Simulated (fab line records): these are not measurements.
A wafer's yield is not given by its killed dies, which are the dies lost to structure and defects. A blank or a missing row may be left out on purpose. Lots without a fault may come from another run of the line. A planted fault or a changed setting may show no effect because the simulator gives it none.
fab line records ; flow nand-harc
record: lots: 6; wafers: 16; last-day: 24
route steps=1159 shown A_WL_FILL@813 END@1159
lots that met no fault: from a run of the same line without faults
start-h: the number of hours between the record's first day and the start of the first shown wafer of the lot ; wait-h: time in hours since the lot's previous step ; " identical to the entry in the row above ; L1.1+2: one row covering several wafers at once ; - value missing, or start not given ; * or withheld: withheld ; < > ~ a bound
route shown NAME@n: names a module that has steps shown in the file, with the first one's number in the route ; usual: average and standard deviation across the fault-free wafers ; same: alike in all rows ; chamber/n: place in a boat ; sites: the reading at each site ; _std_site: standard deviation across them ; _edge_site: mean of outer sites minus mean of inner sites ; radius-mm: how far each site lies from the wafer's centre ; mask NAME#n: copy n ; behind: the last tool/chamber to shape the wafer ; hold: cause of the lot's hold/its duration in hours/its outcome ; device: the transistor (n, p or np) that didn't switch ; end of line: tests run on the same wafers once the route is complete ; step lacking rows: just its recipe ; killed: at the first sort, the dies lost to defects and structure; wafer yield is something else ; map: a wafer's dies, marking killed ones x, the rest . and places with no die _
set.NAME: the run value of the setting; set.NAME@STEP: its run value at that earlier step ; model.NAME: the simulator's own value behind a step, which no gauge read
lots at some steps of the route; a table a step, a row a wafer
services: the hour from which a tool's chamber was out of use, counted from the record's first day as start-h (under 0 if before that day), plus the number of hours and why
== steps ==
step: NHARC_A_WL_FILL_CVD_03
recipe: target-thk-a: 400; temp-c: 300; pressure-torr: 40; wf6-flow-sccm: 40; h2-flow-sccm: 1600; ar-flow-sccm: 1560; time-s: 3302; material: W
usual: heater-power-outer-w: 265/23; heater-power-w: 471/27; throttle-valve-pct: 8.2/0.38
lot.wafer;tool;chamber;start-h;wait-h;heater-power-outer-w;heater-power-w;throttle-valve-pct
L207.2;cvd-w-01;1;362.01;0.1;254;464;8.2
L207.4;cvd-w-01;0;363.43;1.5;280;490;7.7
L207.6;cvd-w-01;1;363.43;1.5;257;450;8.1
L208.2;cvd-w-01;1;364.85;2.6;256;454;8.2
L208.3;cvd-w-01;1;364.85;2.6;257;458;8.2
L208.6;cvd-w-01;0;367.22;4.9;282;489;7.8
L218.1;cvd-w-01;1;434.24;0.1;255;460;8.2
L218.5;cvd-w-01;0;436.54;2.4;280;496;7.8
L220.1;cvd-w-01;1;437.48;3.1;256;464;8.6
L220.5;cvd-w-01;1;439.36;5.0;252;471;8.4
L225.4;cvd-w-02;0;465.72;1.0;236;444;8.5
L225.3;cvd-w-02;1;465.72;1.0;302;509;8.3
L225.6;cvd-w-02;1;465.72;1.0;297;512;8.3
L222.1;cvd-w-01;0;471.07;5.9;279;487;7.5
L222.3;cvd-w-01;1;471.07;5.9;263;477;8.3
L222.5;cvd-w-01;0;472.94;7.8;281;472;7.6
step: NHARC_A_WL_FILL_ETCHBACK_04
recipe: target-depth-a: 600; time-s: 120; chemistry: NF3
usual: drypump-motor-current-A: 5.77/0.29; oes-product-au: 1.003/0.012; run-length-s: 141.1/0.43
lot.wafer;tool;chamber;start-h;wait-h;drypump-motor-current-A;oes-product-au;rf-hours-counter-h;run-length-s
L207.2;rie-metal-03;0;365.36;2.9;6.11;0.994;0.5;141.0
L207.4;rie-metal-03;1;365.36;2.9;5.77;1.021;-;140.9
L207.6;rie-metal-03;0;365.36;2.9;6.11;1.007;-;140.9
L208.2;rie-metal-03;1;368.21;2.9;5.81;1.009;3.6;141.0
L208.3;rie-metal-03;0;368.21;2.9;6.09;0.996;-;140.7
L208.6;rie-metal-03;1;368.21;2.9;5.77;1.016;-;141.1
L218.1;rie-metal-02;0;437.53;2.8;5.64;0.984;0.9;141.8
L218.5;rie-metal-02;1;437.53;2.8;5.82;0.984;-;141.5
L220.1;rie-metal-03;0;440.35;2.4;6.10;0.993;2.8;140.6
L220.5;rie-metal-03;0;440.35;2.4;6.09;0.993;-;140.5
L225.4;rie-metal-02;0;468.14;2.0;5.63;0.998;-;141.6
L225.3;rie-metal-02;1;468.14;2.0;5.83;0.996;-;141.3
L225.6;rie-metal-02;1;468.14;2.0;5.83;0.998;-;141.2
L222.1;rie-metal-02;1;473.93;2.4;5.83;0.990;2.3;141.2
L222.3;rie-metal-02;0;473.93;2.4;5.64;0.992;-;141.7
L222.5;rie-metal-02;1;473.93;2.4;5.83;0.990;-;140.9
step: NHARC_A_WL_FILL_ETCHBACK_05
recipe: target-depth-a: 220; time-s: 60; temp-c: 40; chemistry: Cl2/BCl3
usual: drypump-motor-current-A: 5.77/0.29; oes-product-au: 1.002/0.012; run-length-s: 81.1/0.43
lot.wafer;tool;chamber;start-h;wait-h;drypump-motor-current-A;oes-product-au;rf-hours-counter-h;run-length-s
L207.2;rie-metal-03;0;365.58;0.2;6.12;0.995;0.6;80.3
L207.4;rie-metal-03;0;365.58;0.2;6.12;0.991;-;80.6
L207.6;rie-metal-03;0;365.58;0.2;6.11;1.007;-;80.7
L208.2;rie-metal-03;0;368.41;0.2;6.08;0.999;0.9;80.9
L208.3;rie-metal-03;1;368.41;0.2;5.81;1.013;-;80.8
L208.6;rie-metal-03;0;368.41;0.2;6.11;0.996;-;80.4
L218.1;rie-metal-02;0;437.74;0.2;5.65;0.988;1.0;82.1
L218.5;rie-metal-02;1;437.74;0.2;5.81;0.993;-;81.3
L220.1;rie-metal-03;0;440.56;0.2;6.13;0.992;2.9;81.1
L220.5;rie-metal-03;1;440.56;0.2;5.83;1.011;-;81.0
L225.4;rie-metal-02;1;468.34;0.2;5.81;0.991;-;80.9
L225.3;rie-metal-02;0;468.34;0.2;5.63;0.985;-;81.7
L225.6;rie-metal-02;0;468.34;0.2;5.62;0.996;-;82.0
L222.1;rie-metal-02;0;474.13;0.2;5.64;0.981;2.4;81.6
L222.3;rie-metal-02;1;474.13;0.2;5.82;0.986;-;81.2
L222.5;rie-metal-02;1;474.13;0.2;5.82;0.983;-;81.2
step: NHARC_A_WL_FILL_STRIP_27
recipe: power-w: 1500; temp-c: 250; time-s: 20; chemistry: N2/H2
usual: drypump-motor-current-A: 5.7/0.58; heater-power-w: 338/26
lot.wafer;tool;chamber;start-h;wait-h;drypump-motor-current-A;heater-power-w;rf-hours-counter-h
L207.2;plasma-asher-01;1;368.20;2.6;5.3;369;29
L207.4;plasma-asher-01;0;368.20;2.6;5.5;309;-
L207.6;plasma-asher-01;0;368.20;2.6;5.5;305;-
L208.2;plasma-asher-02;0;370.24;1.8;5.3;332;0
L208.3;plasma-asher-02;1;370.24;1.8;6.7;349;-
L208.6;plasma-asher-02;1;370.24;1.8;6.7;345;-
L218.1;plasma-asher-02;0;437.88;0.1;5.4;326;26
L218.5;plasma-asher-02;1;437.88;0.1;6.7;346;-
L220.1;plasma-asher-02;0;440.70;0.1;5.3;343;27
L220.5;plasma-asher-02;0;440.70;0.1;5.3;332;-
L225.4;plasma-asher-01;1;468.50;0.1;5.4;379;-
L225.3;plasma-asher-01;0;468.50;0.1;5.5;289;-
L225.6;plasma-asher-01;0;468.50;0.1;5.5;294;-
L222.1;plasma-asher-01;0;474.27;0.1;5.5;292;4
L222.3;plasma-asher-01;1;474.27;0.1;5.3;386;-
L222.5;plasma-asher-01;1;474.27;0.1;5.3;383;-
step: NHARC_A_WL_FILL_STRIP_28
recipe: time-s: 1200; temp-c: 72.5; chemistry: post-etch-residue-remover
step: NHARC_A_WL_FILL_PRECLEAN_06
recipe: time-s: 300; chemistry: DIW
step: NHARC_A_WL_FILL_SRD_07
step: NHARC_A_WL_FILL_ANNEAL_08
recipe: temp-c: 450; time-s: 1800
step: NHARC_A_WL_FILL_ALD_10
recipe: target-thk-a: 500; pulse-time-s: 10; ald-cycles: 500; temp-c: 300; material: SiO2
usual: heater-power-outer-w: 246/30; heater-power-w: 447/51; precursor-pulse-height-rel: 0.999/0.02
lot.wafer;tool;chamber;start-h;wait-h;heater-power-outer-w;heater-power-w;precursor-pulse-height-rel
L208.2;ald-hk-03;0;374.55;0.9;233;453;1.011
L208.3;ald-hk-03;2;375.56;1.9;272;491;0.983
L208.6;ald-hk-03;0;376.58;2.9;233;460;1.018
L207.2;ald-hk-04;2;375.05;1.4;236;432;0.969
L207.4;ald-hk-04;3;375.05;1.4;277;464;0.987
L207.6;ald-hk-04;1;376.63;3.0;210;386;1.014
L220.1;ald-hk-01;1;444.09;1.1;238;437;0.983
L220.5;ald-hk-01;0;445.63;2.6;300;541;1.022
L218.1;ald-hk-03;0;446.44;3.4;231;449;1.008
L218.5;ald-hk-03;2;447.48;4.5;268;496;1.002
L225.3;ald-hk-03;3;473.69;0.0;191;362;0.957
L225.4;ald-hk-03;1;474.71;1.1;280;507;1.011
L225.6;ald-hk-03;3;475.72;2.1;190;370;1.035
L222.1;ald-hk-04;3;476.97;0.1;280;463;1.008
L222.3;ald-hk-04;0;476.97;0.1;254;465;1.012
L222.5;ald-hk-04;3;479.00;2.1;281;475;1.005
step: NHARC_A_WL_FILL_ETCHBACK_16
recipe: target-depth-a: 880; time-s: 17.6; c4f8-flow-sccm: withheld; o2-flow-sccm: 8; ar-flow-sccm: withheld; rf-w: 600; bias-w: 800; chemistry: C4F8/O2/Ar
step: NHARC_A_WL_FILL_STRIP_29
recipe: time-s: 20; o2-flow-sccm: 500; ar-flow-sccm: 0; bias-w: 0; chemistry: O2
step: NHARC_A_WL_FILL_ETCHBACK_17
recipe: target-depth-a: 40; time-s: 26.7; chemistry: Cl2/BCl3
usual: drypump-motor-current-A: 5.8/0.31; oes-product-au: 1.001/0.011; run-length-s: 47.8/0.45
lot.wafer;tool;chamber;start-h;wait-h;drypump-motor-current-A;oes-product-au;rf-hours-counter-h;run-length-s
L208.2;rie-metal-03;1;378.82;-;5.8;1.005;4.1;48.1
L208.3;rie-metal-03;0;378.82;-;6.1;0.992;-;47.9
L208.6;rie-metal-03;1;378.82;-;5.8;1.007;-;48.1
L207.2;rie-metal-01;1;378.91;-;6.1;1.013;1.5;47.2
L207.4;rie-metal-01;0;378.91;-;5.2;1.014;-;47.7
L207.6;rie-metal-01;1;378.91;-;6.1;1.020;-;47.3
L220.1;rie-metal-03;0;447.91;-;6.1;0.992;3.2;32.7
L220.5;rie-metal-03;1;447.91;-;5.8;1.017;-;33.2
L218.1;rie-metal-03;1;449.74;-;5.8;1.007;6.2;33.0
L218.5;rie-metal-03;0;449.74;-;6.1;0.992;-;32.9
L225.3;rie-metal-01;1;478.50;-;6.0;1.002;-;47.1
L225.4;rie-metal-01;0;478.50;-;5.2;1.015;-;47.8
L225.6;rie-metal-01;0;478.50;-;5.2;1.014;-;48.3
L222.1;rie-metal-01;1;481.77;-;6.1;1.005;4.3;47.6
L222.3;rie-metal-01;0;481.77;-;5.2;0.999;-;48.2
L222.5;rie-metal-01;0;481.77;-;5.2;1.003;-;47.8
step: NHARC_A_WL_FILL_PRECLEAN_18
recipe: time-s: 30; chemistry: dHF
step: NHARC_END_SORT_01
recipe: temp-c: 25
usual: killed-at-array: 27/11; killed-at-other: 0.6/0.89; killed-at-periphery: 3.0/2.4; killed-dies: 31/12; killed-open: 3.2/1.6; killed-short: 2.0/1.5
same: gross-dies: 677
lot.wafer;tool;chamber;start-h;wait-h;killed-at-array;killed-at-other;killed-at-periphery;killed-dies;killed-open;killed-short
L222.1;prober-02;0;575.73;2.5;50;0;0;50;2;1
L222.3;prober-02;0;577.33;3.1;42;0;0;42;0;0
L222.5;prober-02;0;578.92;3.7;33;0;6;39;1;2
killed by level:class
L222.1 A_CHANNEL_HOLE_D1:chamber-film-flake=21 A_SLIT:chamber-film-flake=15 A_CONTACT:chamber-film-flake=6 A_ZERO_WELL:chamber-film-flake=4 A_CHANNEL_FILL_D1:geometric-particle:open=1 A_SGD_CUT:geometric-particle:open=1 A_WL_FILL:geometric-particle:short=1 A_STAIRCASE:chamber-film-flake=1
L222.3 A_CHANNEL_HOLE_D1:chamber-film-flake=24 A_SLIT:chamber-film-flake=11 A_CONTACT:chamber-film-flake=6 A_STAIRCASE:chamber-film-flake=1
L222.5 A_CHANNEL_HOLE_D1:chamber-film-flake=15 A_SLIT:chamber-film-flake=12 A_CONTACT:chamber-film-flake=4 P_ZERO_WELL:chamber-film-flake=2 P_STI:chamber-film-flake=2 P_M0:geometric-particle:open=1 A_CHANNEL_FILL_D1:geometric-particle:short=1 A_CONTACT:geometric-particle:short=1
== services ==
tool;chamber;start-h;hours;kind
rie-metal-02;0;357.85;21.3;repair
plasma-asher-02;-;358.23;0.5;repair
plasma-asher-02;-;361.22;9.0;pm
ald-hk-04;-;364.00;10.0;pm
cvd-w-02;-;380.09;13.0;pm
plasma-asher-01;-;383.85;9.2;repair
rie-metal-02;-;388.00;9.0;pm
rie-metal-02;0;388.00;9.0;vent-cycle
rie-metal-02;1;388.00;9.0;vent-cycle
rie-metal-02;0;397.00;-;clean
rie-metal-02;1;397.00;-;clean
ald-hk-04;-;439.23;0.6;repair
plasma-asher-01;-;447.83;5.3;repair
cvd-w-01;0;452.57;15.3;repair
rie-metal-03;-;453.00;9.0;pm
rie-metal-03;0;453.00;9.0;vent-cycle
rie-metal-03;1;453.00;9.0;vent-cycle
plasma-asher-01;-;454.03;9.0;pm
rie-metal-03;0;462.00;-;clean
rie-metal-03;1;462.00;-;clean
plasma-asher-01;-;477.53;21.4;repair
plasma-asher-02;-;478.56;0.7;repair
cvd-w-01;-;478.79;13.0;pm
cvd-w-01;0;478.79;13.0;vent-cycle
== key ==
first-sign: step: NHARC_A_WL_FILL_ETCHBACK_17; reading: run-length-s; direction: down; sigmas: 33; usual: *; struck: *
effect none on later readings
met-at NHARC_A_WL_FILL_ETCHBACK_17
struck-wafers L218.1,L218.5,L220.1,L220.5
tester-left-out L218,L220
onset-between 378.82 447.91
fault: kind: process-parameter-drift; tool: rie-metal-03; chamber: -; onset-h: 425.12; steps: NHARC_A_WL_FILL_ETCHBACK_17; channel: time-s; offset: *; shape: step; end-h: 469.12; scope: struck-wafers-only; acts-in: *; stated: *
tester-left-out: of these lots the tester's yield and bins aren't shown, on N5 and GAA mostly nor the transistor test; their killed dies are dies lost to structure and defects alone, not to doping, threshold or leakage, so they don't give the yield
